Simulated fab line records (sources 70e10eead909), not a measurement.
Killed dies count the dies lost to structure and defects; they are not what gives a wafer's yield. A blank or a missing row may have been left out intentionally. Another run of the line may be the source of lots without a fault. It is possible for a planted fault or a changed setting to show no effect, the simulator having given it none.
fab line records | flow nand_harc
record: lots: 24 wafers: 72 last_day: 33
route steps=1302 shown P_GATE@131 P_CONTACT@235 P_M0@274 P_M2@350 P_BONDPAD@353
lots that met no fault: taken from a fault-free run of the same line
start_h: the number of hours between the record's first day and the start of the first shown wafer of the lot | wait_h: hours elapsed since this lot's preceding step | " repeats the value in the row above | L1.1+2: several wafers, shown together as one row | - either no value or no given start | * or withheld: withheld | < > ~ a bound
route shown NAME@n: names a module that has steps shown in the file, with the first one's number in the route | usual: average and standard deviation across the fault-free wafers | same: alike in all rows | chamber/n: place in a boat | sites: the reading at each site | _std_site: the standard deviation of these | _edge_site: outer sites' mean less inner sites' | radius_mm: for every site, how far away it sits from the centre of the wafer | mask NAME#n: copy n | behind: the most recent tool/chamber to have shaped the wafer | hold: cause of the lot's hold/its duration in hours/its outcome | device: the n, p or np transistor that did not switch | end of line: the route-end tests of the same wafers | step lacking rows: just its recipe | killed: not the wafer's yield, but the dies lost to structure and defects at the first sort | map: the dies of a wafer, with x for killed, . for not killed, _ for no die there
set.NAME: the setting the step ran with; set.NAME@STEP: the setting that earlier step ran with | model.NAME: the simulator's own value behind a step, which no gauge read
the route's steps for a sample of lots (tables are steps, rows are wafers)
services: from which hour (start_h, from the record's first day; less than 0 if before it) a tool's chamber was out of use, for how many hours, and why
== steps ==
step: NHARC_P_GATE_HM_DEP_102
recipe: target_thk_a: 1200 temp_c: 400 material: aC
usual: susceptor_temp_C: 399.97/0.2 throttle_valve_pct: 35.001/0.0097
columns lot.wafer tool chamber start_h wait_h susceptor_temp_C throttle_valve_pct
L074.1 acl_dep-03 0 95.61 0.4 399.81 35.012
L074.4 " 0 " " 399.64 35.000
L074.5 " 0 " " 399.80 34.989
L075.1 acl_dep-02 0 103.03 0.4 400.23 35.006
L075.5 " 0 " " 400.50 35.010
L075.6 " 0 " " 400.26 34.991
L076.2 acl_dep-02 0 116.03 1.5 - 34.998
L076.3 " 0 " " - 34.985
L076.4 " 0 " " - 35.012
L077.2 acl_dep-02 0 120.90 0.5 399.95 35.002
L077.5 " 0 " " 399.85 34.993
L077.6 " 0 " " 400.18 35.003
L078.1 acl_dep-03 0 132.31 2.1 - 34.994
L078.3 " 0 " " - 35.027
L078.5 " 0 " " - 35.013
L079.3 acl_dep-01 0 143.11 2.4 400.16 34.986
L079.5 " 0 " " 400.01 34.997
L079.6 " 0 " " 399.82 35.004
L080.4 acl_dep-02 0 159.34 5.1 399.85 34.980
L080.5 " 0 " " 399.92 34.995
L080.6 " 0 " " 399.93 34.991
L081.1 acl_dep-03 0 166.39 3.4 399.88 35.000
L081.2 " 0 " " 399.84 34.995
L081.3 " 0 " " 399.98 35.004
L082.3 acl_dep-01 0 174.72 1.3 399.81 34.996
L082.4 " 0 " " 399.84 35.005
L082.5 " 0 " " 399.85 34.989
L083.1 acl_dep-03 0 189.63 1.6 - 35.013
L083.4 " 0 " " - 35.011
L083.6 " 0 " " - 35.001
L084.2 acl_dep-02 0 197.40 1.8 - 34.995
L084.3 " 0 " " - 35.010
L084.6 " 0 " " - 35.027
L085.2 acl_dep-01 0 206.98 2.4 400.14 34.984
L085.3 " 0 " " 399.81 35.003
L085.4 " 0 " " 400.05 34.993
L086.1 acl_dep-02 0 210.59 0.4 399.94 35.019
L086.4 " 0 " " 399.87 34.995
L086.6 " 0 " " 400.03 34.992
L087.2 acl_dep-02 0 222.98 0.5 400.21 34.987
L087.4 " 0 " " 399.82 35.014
L087.5 " 0 " " 400.20 34.989
L088.2 acl_dep-01 0 248.25 4.1 399.68 35.008
L088.3 " 0 " " 399.71 34.997
L088.5 " 0 " " 400.01 34.989
L089.3 acl_dep-01 0 249.00 4.9 399.78 35.001
L089.4 " 0 " " 400.14 35.008
L089.5 " 0 " " 399.78 35.021
L090.1 acl_dep-01 0 258.75 3.3 - 35.003
L090.3 " 0 " " - 34.995
L090.6 " 0 " " - 34.994
L091.1 acl_dep-01 0 261.70 1.0 399.80 34.990
L091.3 " 0 " " 399.72 35.017
L091.4 " 0 " " 399.69 34.992
L092.1 acl_dep-03 0 276.43 1.9 400.00 35.007
L092.2 " 0 " " 399.89 35.009
L092.5 " 0 " " 400.33 35.008
L093.3 acl_dep-02 0 292.54 3.4 399.90 34.992
L093.5 " 0 " " 399.89 35.007
L093.6 " 0 " " 400.38 34.985
L094.1 acl_dep-03 0 292.79 3.6 - 35.008
L094.4 " 0 " " - 35.003
L094.5 " 0 " " - 35.001
L095.2 acl_dep-02 0 309.64 2.2 399.95 35.018
L095.5 " 0 " " 399.90 35.007
L095.6 " 0 " " 399.73 35.002
L096.1 acl_dep-02 0 313.40 2.0 400.09 34.983
L096.5 " 0 " " 400.09 34.991
L096.6 " 0 " " 400.31 35.002
L097.1 acl_dep-01 0 321.32 0.4 - 35.001
L097.4 " 0 " " - 35.001
L097.5 " 0 " " - 35.006
step: NHARC_P_GATE_DEGAS_109
recipe: temp_c: 300 time_s: 60
usual: heater_power_w: 477/48 susceptor_temp_C: 300.02/0.2
columns lot.wafer tool chamber start_h wait_h heater_power_w susceptor_temp_C
L074.4 pvd_sputter-01 - 114.69 0.1 482 299.94
L074.1 " - " " 411 299.75
L074.5 " - " " 524 299.91
L075.1 pvd_sputter-01 - 121.83 0.1 402 299.79
L075.6 " - " " 488 300.26
L075.5 " - " " 410 299.79
L076.4 pvd_sputter-03 - 135.04 0.1 475 300.07
L076.3 " - " " 510 299.94
L076.2 " - " " 450 299.75
L077.2 pvd_sputter-01 - 139.46 0.1 412 299.96
L077.6 " - " " 410 300.52
L077.5 " - " " 461 299.93
L078.3 pvd_sputter-02 - 150.94 0.1 460 299.95
L078.1 " - " " 417 300.36
L078.5 " - " " 461 299.93
L079.3 pvd_sputter-03 - 161.71 0.1 460 299.55
L079.5 " - " " 498 300.41
L079.6 " - " " 461 299.83
L080.4 pvd_sputter-02 - 177.87 0.1 449 299.72
L080.6 " - " " 430 300.05
L080.5 " - " " 473 300.40
L081.3 pvd_sputter-03 - 185.34 0.1 505 299.87
L081.1 " - " " 446 300.02
L081.2 " - " " 500 300.01
L082.4 pvd_sputter-01 - 193.53 0.1 494 300.09
L082.3 " - " " 415 299.99
L082.5 " - " " 482 300.11
L083.1 pvd_sputter-02 - 208.47 0.1 474 299.54
L083.4 " - " " 453 300.00
L083.6 " - " " 426 299.91
L084.2 pvd_sputter-03 - 216.00 0.1 510 300.03
L084.3 " - " " 472 299.97
L084.6 " - " " 505 299.65
L085.4 pvd_sputter-02 - 225.74 0.1 431 300.08
L085.2 " - " " 478 300.24
L085.3 " - " " 613 300.03
L086.1 pvd_sputter-03 - 229.27 0.1 502 299.94
L086.4 " - " " 501 300.06
L086.6 " - " " 494 300.22
L087.4 pvd_sputter-01 - 241.80 0.1 425 300.09
L087.2 " - " " 494 300.25
L087.5 " - " " 460 300.24
L088.2 pvd_sputter-01 - 266.78 0.1 482 299.99
L088.3 " - " " 418 300.06
L088.5 " - " " 481 300.01
L089.3 pvd_sputter-03 - 267.89 0.1 446 299.86
L089.4 " - " " 489 300.14
L089.5 " - " " 442 300.02
L090.3 pvd_sputter-03 - 277.36 0.1 490 300.40
L090.1 " - " " 442 300.00
L090.6 " - " " 483 300.02
L091.3 pvd_sputter-03 - 280.38 0.1 509 300.24
L091.1 " - " " 441 299.80
L091.4 " - " " 473 299.82
L092.1 pvd_sputter-01 - 295.25 0.1 460 299.59
L092.2 " - " " 411 300.09
L092.5 " - " " 481 299.92
L093.3 pvd_sputter-02 - 311.15 0.1 447 300.01
L093.6 " - " " 429 299.97
L093.5 " - " " 639 300.21
L094.1 pvd_sputter-02 - 311.67 0.1 445 299.98
L094.4 " - " " 459 299.91
L094.5 " - " " 642 300.01
L095.2 pvd_sputter-01 - 328.34 0.1 500 299.80
L095.6 " - " " 426 299.80
L095.5 " - " " 444 300.03
L096.1 pvd_sputter-03 - 332.30 0.1 505 300.27
L096.5 " - " " 466 300.18
L096.6 " - " " 459 300.11
L097.1 pvd_sputter-01 - 339.84 0.1 453 -
L097.4 " - " " 415 -
L097.5 " - " " 484 -
step: NHARC_P_CONTACT_DESCUM_17
recipe: time_s: 3 o2_flow_sccm: 200 ar_flow_sccm: 0 bias_power_w: 0 chemistry: O2
usual: drypump_motor_current_A: 5.9/0.35 oes_product_au: 0.997/0.011 rf_vpp_V: 57.9/0.89 showerhead_plenum_p_Torr: 1.94/0.08 throttle_valve_pct: 11.311/0.0082
columns lot.wafer tool chamber start_h wait_h drypump_motor_current_A oes_product_au rf_hours_counter_h rf_vpp_V showerhead_plenum_p_Torr throttle_valve_pct
L074.1 rie_diel-03 0 117.45 0.1 5.3 1.003 0.1 57.4 1.87 11.303
L074.4 " 1 " " 5.8 0.994 0.1 56.4 1.94 11.311
L074.5 " 2 " " 6.3 0.996 - 57.8 1.91 11.317
L075.1 rie_diel-03 0 124.62 0.1 5.3 0.995 0.9 56.7 1.87 11.296
L075.6 " 3 " " 5.7 0.990 - 55.9 1.79 11.296
L075.5 " 0 " " 5.3 0.992 - 57.0 1.87 11.308
L076.2 rie_diel-07 1 137.66 0.1 6.3 0.993 0.2 59.0 1.90 11.312
L076.3 " 2 " " 6.1 1.030 0.2 57.4 2.06 11.315
L076.4 " 3 " " 5.9 0.999 0.2 58.3 1.92 11.325
L077.2 rie_diel-12 0 142.46 0.1 6.2 1.000 1.0 57.2 2.02 11.317
L077.5 " 1 " " 6.3 0.982 - 57.3 2.05 11.312
L077.6 " 2 " " 5.7 0.986 - 58.4 1.97 11.306
L078.1 rie_diel-12 1 153.69 0.1 6.4 0.989 1.4 59.1 2.05 11.311
L078.3 " 0 " " 6.2 1.007 1.5 58.0 2.02 11.305
L078.5 " 0 " " 6.2 1.018 - 59.6 2.02 11.306
L079.3 rie_diel-12 0 164.47 0.1 6.2 1.002 2.1 57.4 2.02 11.307
L079.6 " 3 " " 5.3 1.004 - 58.2 1.89 11.312
L079.5 " 0 " " 6.2 1.010 - 58.0 2.02 11.304
L080.4 rie_diel-03 2 180.78 0.1 6.3 0.992 2.8 57.7 1.91 11.315
L080.5 " 3 " " 5.7 0.987 - 56.6 1.79 11.309
L080.6 " 0 " " 5.4 0.999 - 57.0 1.86 11.309
L081.3 rie_diel-12 1 188.01 0.1 6.4 0.997 2.6 57.4 2.05 11.293
L081.2 " 2 " " 5.7 0.992 2.8 57.8 1.97 11.297
L081.1 " 3 " " 5.3 1.007 1.6 58.0 1.89 11.304
L082.4 rie_diel-07 2 196.17 0.1 6.1 1.018 1.7 56.7 2.06 11.312
L082.3 " 0 " " 5.7 0.985 1.6 58.6 1.85 11.312
L082.5 " 1 " " 6.3 1.000 - 57.3 1.90 11.316
L083.4 rie_diel-12 1 211.22 0.1 6.4 0.993 3.3 57.6 2.05 11.322
L083.1 " 3 " " 5.3 1.009 2.2 57.2 1.89 11.316
L083.6 " 2 " " 5.7 1.005 - 57.6 1.97 11.314
L084.2 rie_diel-12 3 218.75 0.1 5.3 1.010 2.7 58.2 1.89 11.318
L084.3 " 0 " " 6.2 1.003 3.8 58.1 2.02 11.306
L084.6 " 2 " " 5.7 0.991 - 58.1 1.96 11.310
L085.4 rie_diel-07 2 228.58 0.1 6.1 1.014 2.7 59.8 2.06 11.304
L085.2 " 3 " " 5.9 0.984 2.4 56.3 1.92 11.307
L085.3 " 1 " " 6.3 0.987 2.7 57.7 1.90 11.320
L086.4 rie_diel-07 2 232.06 0.1 6.1 1.019 3.0 57.2 2.06 11.318
L086.1 " 3 " " 5.9 0.995 2.7 56.8 1.92 11.319
L086.6 " 1 " " 6.3 0.985 - 58.4 1.90 11.306
L087.2 rie_diel-12 1 244.46 0.1 6.4 0.997 4.5 60.0 2.05 11.287
L087.4 " 2 " " 5.7 0.992 4.6 57.6 1.97 11.306
L087.5 " 2 " " 5.7 1.007 - 57.7 1.96 11.308
L088.2 rie_diel-07 1 269.91 0.1 6.3 0.982 3.9 56.0 1.90 11.302
L088.3 " 3 " " 5.9 0.983 3.6 56.5 1.92 11.317
L088.5 " 1 " " 6.3 0.980 - 58.9 1.90 11.309
L089.3 rie_diel-03 2 270.53 0.1 6.3 1.003 8.1 59.7 1.91 11.317
L089.4 " 0 " " 5.3 1.008 7.9 57.8 1.86 11.303
L089.5 " 1 " " 5.8 0.981 - 57.7 1.93 11.303
L090.3 rie_diel-03 2 280.16 0.1 6.3 0.993 8.4 58.4 1.91 11.299
L090.1 " 1 " " 5.8 0.983 8.2 58.1 1.93 11.312
L090.6 " 2 " " 6.3 0.995 - 58.2 1.91 11.300
L091.4 rie_diel-07 0 283.13 0.1 5.7 1.010 4.3 57.4 1.84 11.309
L091.1 " 1 " " 6.2 0.999 4.6 57.5 1.90 11.311
L091.3 " 2 " " 6.1 1.019 4.6 59.0 2.05 11.314
L092.2 rie_diel-03 3 297.90 0.1 5.7 0.998 0.1 57.5 1.79 11.322
L092.1 " 0 " " 5.3 0.999 0.1 56.6 1.86 11.317
L092.5 " 3 " " 5.7 1.003 - 57.9 1.79 11.316
L093.3 rie_diel-07 1 313.80 0.1 6.3 0.977 0.2 57.9 1.90 11.306
L093.6 " 3 " " 5.9 0.988 - 58.8 1.92 11.329
L093.5 " 0 " " 5.8 1.001 - 58.0 1.84 11.306
L094.4 rie_diel-12 0 314.44 0.1 6.2 1.006 0.9 57.5 2.02 11.316
L094.1 " 1 " " 6.3 0.995 0.4 58.2 2.05 11.302
L094.5 " 3 " " 5.3 1.003 - 57.6 1.88 11.316
L095.2 rie_diel-07 0 331.06 0.1 5.7 0.997 0.7 57.3 1.84 11.305
L095.5 " 0 " " 5.7 1.008 - 58.2 1.84 11.298
L095.6 " 1 " " 6.3 0.986 - 57.9 1.90 11.307
L096.1 rie_diel-12 0 335.06 0.1 6.2 1.010 1.5 57.5 2.02 11.314
L096.6 " 1 " " 6.3 1.006 - 57.7 2.05 11.312
L096.5 " 2 " " 5.7 0.988 - 59.2 1.96 11.317
L097.4 rie_diel-12 2 342.48 0.1 5.7 0.997 2.0 58.2 1.96 11.306
L097.1 " 3 " " 5.3 1.002 2.1 57.7 1.88 11.305
L097.5 " 1 " " 6.3 1.009 - 58.9 2.05 11.316
step: NHARC_P_M0_PVD_20
recipe: target_thk_a: 50 bias_v: 168.6 power_w: 15000 chamber_pressure_pa: 0.12 time_s: 8.06 substrate_temp_c: 50 material: TaN
usual: throttle_valve_pct: 30.8/0.88
columns lot.wafer tool chamber start_h wait_h throttle_valve_pct
L074.4 pvd_sputter-03 - - - 30.4
L074.1 " - " " 31.1
L074.5 " - " " 30.6
L075.1 pvd_sputter-01 - - - 30.2
L075.6 " - " " 30.9
L075.5 " - " " 29.6
L076.4 pvd_sputter-03 - - - 31.0
L076.2 " - " " 30.5
L076.3 " - " " 30.9
L077.2 pvd_sputter-03 - - - 31.0
L077.5 " - " " 30.4
L077.6 " - " " 31.0
L078.3 pvd_sputter-03 - - - 32.2
L078.1 " - " " 31.0
L078.5 " - " " 30.5
L079.3 pvd_sputter-01 - - - 32.4
L079.6 " - " " 31.0
L079.5 " - " " 30.0
L080.4 pvd_sputter-02 - - - 29.9
L080.6 " - " " 29.5
L080.5 " - " " 31.7
L081.2 pvd_sputter-02 - - - 29.6
L081.3 " - " " 30.6
L081.1 " - " " 30.0
L082.3 pvd_sputter-01 - - - 29.7
L082.4 " - " " 30.0
L082.5 " - " " 32.1
L083.1 pvd_sputter-02 - - - 29.8
L083.4 " - " " 31.6
L083.6 " - " " 29.7
L084.2 pvd_sputter-03 - - - 32.1
L084.3 " - " " 30.3
L084.6 " - " " 32.1
L085.3 pvd_sputter-03 - - - 31.9
L085.4 " - " " 30.5
L085.2 " - " " 30.0
L086.4 pvd_sputter-03 - - - 32.3
L086.1 " - " " 30.3
L086.6 " - " " 32.3
L087.4 pvd_sputter-02 - - - 29.7
L087.2 " - " " 29.7
L087.5 " - " " 29.7
L088.3 pvd_sputter-03 - - - 30.8
L088.2 " - " " 30.1
L088.5 " - " " 32.2
L089.4 pvd_sputter-01 - - - 29.7
L089.3 " - " " 30.1
L089.5 " - " " 29.6
L090.3 pvd_sputter-03 - - - 32.1
L090.1 " - " " 30.1
L090.6 " - " " 32.4
L091.3 pvd_sputter-03 - - - 30.2
L091.1 " - " " 30.3
L091.4 " - " " 32.1
L092.1 pvd_sputter-01 - - - 29.9
L092.2 " - " " 29.6
L092.5 " - " " 30.3
L093.3 pvd_sputter-03 - - - 30.6
L093.5 " - " " 32.2
L093.6 " - " " 30.9
L094.4 pvd_sputter-01 - - - 30.0
L094.1 " - " " 30.1
L094.5 " - " " 30.1
L095.2 pvd_sputter-01 - - - 30.1
L095.5 " - " " 30.3
L095.6 " - " " 32.0
L096.1 pvd_sputter-02 - - - 30.5
L096.5 " - " " 31.9
L096.6 " - " " 29.7
L097.4 pvd_sputter-02 - - - 29.8
L097.1 " - " " 31.9
L097.5 " - " " 31.7
step: NHARC_P_M2_DEP_33
recipe: target_thk_a: 300 temp_c: 370 target_thk_nm: 30 pressure_torr: 3 flow_sccm: 200 rf_w: 450 material: SiCN
usual: heater_power_w: 584/110 susceptor_temp_C: 370.03/0.2
columns lot.wafer tool chamber start_h wait_h heater_power_w susceptor_temp_C
L074.1 pecvd-03 1 132.33 0.1 607 370.39
L074.5 " 2 " " 644 369.80
L074.4 " 0 " " 363 369.87
L075.1 pecvd-04 0 140.16 0.1 633 369.89
L075.6 " 2 " " 607 370.29
L075.5 " 0 " " 614 369.88
L076.2 pecvd-04 0 152.87 0.1 698 370.10
L076.3 " 1 " " 725 369.99
L076.4 " 0 " " 679 369.81
L077.2 pecvd-04 1 158.27 0.1 635 369.87
L077.5 " 2 " " 637 370.29
L077.6 " 0 " " 676 370.11
L078.3 pecvd-01 1 168.86 0.1 617 369.61
L078.1 " 2 " " 395 370.17
L078.5 " 0 " " 655 369.98
L079.3 pecvd-01 0 179.78 0.1 660 369.93
L079.5 " 1 " " 579 369.92
L079.6 " 0 " " 679 370.14
L080.6 pecvd-01 1 195.91 0.2 595 370.18
L080.4 " 2 " " 381 370.23
L080.5 " 0 " " 721 370.28
L081.3 pecvd-01 1 203.72 0.1 609 369.80
L081.2 " 2 " " 445 369.76
L081.1 " 0 " " 728 369.93
L082.3 pecvd-01 2 211.43 0.1 379 369.73
L082.4 " 0 " " 668 369.95
L082.5 " 1 " " 630 369.94
L083.1 pecvd-04 2 226.15 0.1 565 369.88
L083.4 " 0 " " 636 370.32
L083.6 " 2 " " 583 370.13
L084.2 pecvd-04 1 233.72 0.1 694 370.17
L084.3 " 0 " " 691 370.29
L084.6 " 0 " " 690 370.39
L085.3 pecvd-03 0 243.87 0.1 459 369.97
L085.2 " 1 " " 522 370.15
L085.4 " 1 " " 542 370.21
L086.1 pecvd-01 1 247.12 0.1 543 369.98
L086.6 " 1 " " 537 370.48
L086.4 " 0 " " 614 370.31
L087.2 pecvd-01 2 259.65 0.1 404 370.32
L087.5 " 2 " " 425 369.94
L087.4 " 0 " " 644 369.88
L088.2 pecvd-01 0 285.95 0.1 688 370.32
L088.3 " 2 " " 468 369.90
L088.5 " 1 " " 573 370.05
L089.3 pecvd-01 0 286.74 0.1 743 370.13
L089.5 " 1 " " 654 369.88
L089.4 " 2 " " 425 370.32
L090.3 pecvd-03 2 295.76 0.1 664 370.00
L090.1 " 1 " " 579 370.02
L090.6 " 1 " " 591 370.06
L091.1 pecvd-04 2 298.40 0.1 558 369.77
L091.3 " 0 " " 640 369.93
L091.4 " 0 " " 613 369.95
L092.1 pecvd-04 0 313.29 0.1 626 370.15
L092.2 " 1 " " 638 369.62
L092.5 " 1 " " 641 369.63
L093.3 pecvd-01 2 328.89 0.1 449 370.05
L093.5 " 0 " " 797 370.27
L093.6 " 1 " " 508 369.87
L094.1 pecvd-01 0 329.98 0.1 724 369.81
L094.5 " 1 " " 570 370.19
L094.4 " 2 " " 435 370.19
L095.2 pecvd-03 0 346.35 0.1 458 369.77
L095.6 " 0 " " 465 370.08
L095.5 " 1 " " 547 370.09
L096.1 pecvd-01 1 350.64 0.1 568 369.98
L096.5 " 0 " " 694 369.94
L096.6 " 1 " " 569 370.22
L097.1 pecvd-03 0 357.91 0.1 441 369.87
L097.4 " 2 " " 541 370.22
L097.5 " 0 " " 443 370.06
step: NHARC_P_BONDPAD_THK_MEAS_33
recipe: thk_meas_gauge: ellipsometry
usual: thk_nm: 199.6/1.5
columns lot.wafer tool chamber start_h wait_h thk_nm
L074.1 film_metro-01 - 133.38 0.2 202.0
L074.4 " - " " 199.2
L074.5 " - " " 199.1
L075.1 film_metro-01 - 141.35 0.2 199.6
L075.5 " - " " 200.6
L075.6 " - " " 201.9
L076.2 film_metro-01 - 153.90 0.2 202.5
L076.3 " - " " 201.9
L076.4 " - " " 201.9
L077.2 film_metro-02 - 159.26 0.2 200.6
L077.5 " - " " 201.4
L077.6 " - " " 200.2
L078.1 film_metro-02 - 169.93 0.2 197.6
L078.3 " - " " 198.7
L078.5 " - " " 200.1
L079.3 film_metro-01 - 180.77 0.2 199.9
L079.5 " - " " 197.0
L079.6 " - " " 198.9
L080.4 film_metro-01 - 196.84 0.2 197.8
L080.5 " - " " 199.2
L080.6 " - " " 201.8
L081.1 film_metro-01 - 204.81 0.2 198.8
L081.2 " - " " 200.9
L081.3 " - " " 198.5
L082.3 film_metro-02 - 212.41 0.2 197.4
L082.4 " - " " 200.0
L082.5 " - " " 198.2
L083.1 film_metro-01 - 227.14 0.2 198.7
L083.4 " - " " 200.7
L083.6 " - " " 200.5
L084.2 film_metro-01 - 234.76 0.2 197.8
L084.3 " - " " 199.8
L084.6 " - " " 198.2
L085.2 film_metro-01 - 244.87 0.1 197.5
L085.3 " - " " 197.8
L085.4 " - " " 200.5
L086.1 film_metro-02 - 248.19 0.2 198.4
L086.4 " - " " 199.2
L086.6 " - " " 201.3
L087.2 film_metro-02 - 260.68 0.2 200.8
L087.4 " - " " 199.7
L087.5 " - " " 200.4
L088.2 film_metro-02 - 287.02 0.2 196.5
L088.3 " - " " 197.9
L088.5 " - " " 196.2
L089.3 film_metro-02 - 288.08 0.2 198.9
L089.4 " - " " 201.1
L089.5 " - " " 201.4
L090.1 film_metro-01 - 296.83 0.2 199.7
L090.3 " - " " 200.5
L090.6 " - " " 199.7
L091.1 film_metro-01 - 299.45 0.1 197.3
L091.3 " - " " 198.7
L091.4 " - " " 198.9
L092.1 film_metro-01 - 314.30 0.2 201.2
L092.2 " - " " 197.1
L092.5 " - " " 201.6
L093.3 film_metro-02 - 329.87 0.2 200.8
L093.5 " - " " 200.6
L093.6 " - " " 201.6
L094.1 film_metro-02 - 331.06 0.2 198.4
L094.4 " - " " 199.9
L094.5 " - " " 199.6
L095.2 film_metro-02 - 347.38 0.2 199.2
L095.5 " - " " 199.9
L095.6 " - " " 199.5
L096.1 film_metro-01 - 351.63 0.2 201.7
L096.5 " - " " 201.1
L096.6 " - " " 202.5
L097.1 film_metro-02 - 358.90 0.2 201.1
L097.4 " - " " 201.8
L097.5 " - " " 199.6
== services ==
columns tool chamber start_h hours kind
rie_diel-12 - 91.40 9.0 pm
pvd_sputter-02 - 112.78 10.0 pm
rie_diel-07 - 117.20 9.0 pm
pecvd-01 - 130.00 13.0 pm
rie_diel-12 3 134.16 21.5 repair
pvd_sputter-03 - 143.57 1.6 repair
acl_dep-02 - 146.57 4.4 repair
rie_diel-12 - 169.19 0.6 repair
pvd_sputter-03 - 170.00 10.0 pm
pvd_sputter-02 - 190.20 1.6 repair
pvd_sputter-01 - 218.39 4.0 repair
pvd_sputter-01 - 225.48 2.7 repair
pvd_sputter-01 - 228.22 10.0 pm
rie_diel-12 3 231.38 9.6 repair
pvd_sputter-02 - 232.38 0.7 repair
acl_dep-02 - 247.96 13.0 pm
rie_diel-12 - 268.40 9.0 pm
pvd_sputter-02 - 275.52 4.0 repair
rie_diel-12 1 282.19 15.5 repair
pvd_sputter-02 - 290.78 10.0 pm
pecvd-01 - 311.00 13.0 pm
rie_diel-12 0 328.09 6.6 repair
pvd_sputter-03 - 348.00 10.0 pm
pvd_sputter-02 - 354.79 1.1 repair
== key ==
fault none
